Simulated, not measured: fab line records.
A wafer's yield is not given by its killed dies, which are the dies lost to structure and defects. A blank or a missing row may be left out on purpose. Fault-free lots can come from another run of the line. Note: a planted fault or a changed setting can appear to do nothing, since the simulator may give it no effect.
Matching of chambers ; flow nandHarc ; NHARC_A_STAIRCASE_STRIP_476 on rieDiel-05 has 4 sister chambers
The step strips in O2, time 20 s. 4 wafers are shown with their chamber, then 8 later ones without.

== WAFERS, EACH WITH ITS CHAMBER ==
wafer;chamber;showerheadPlenumPTorr (Torr)
L079.1;3;3.56
L079.3;2;3.54
L082.6;0;3.74
L084.1;1;3.70

== WAFERS WITH NO CHAMBER GIVEN ==
wafer;showerheadPlenumPTorr (Torr)
L084.4;3.53
L084.6;3.55
L095.1;3.53
L095.5;3.69
L095.6;3.73
L096.3;3.72
L096.4;3.52
L096.6;3.54

== EACH ONE'S CHAMBER ==
wafer;from the rows above;in truth
L084.4;can't be placed: 2 or 3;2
L084.6;can't be placed: 2 or 3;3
L095.1;can't be placed: 2 or 3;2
L095.5;1;1
L095.6;can't be placed: 0 or 1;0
L096.3;can't be placed: 0 or 1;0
L096.4;can't be placed: 2 or 3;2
L096.6;can't be placed: 2 or 3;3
Correctly placed: 1 of 8. Cannot be placed on the basis of these rows: 7; the candidates contain the true chamber in 7. Number placed wrongly: 0.
How it was worked out, from the rows above alone: a wafer's distance from a chamber is the root of the sum, over the readings, of the square of ((its reading less the chamber's mean) divided by the reading's scatter). The wafer belongs to the nearest chamber; if the next one is less than 2 further off, it can't be placed. For every chamber, the mean is computed from those of its wafers that are shown. The scatter: root of mean squared gap, hidden wafer to nearest shown wafer, with one shown wafer a chamber.
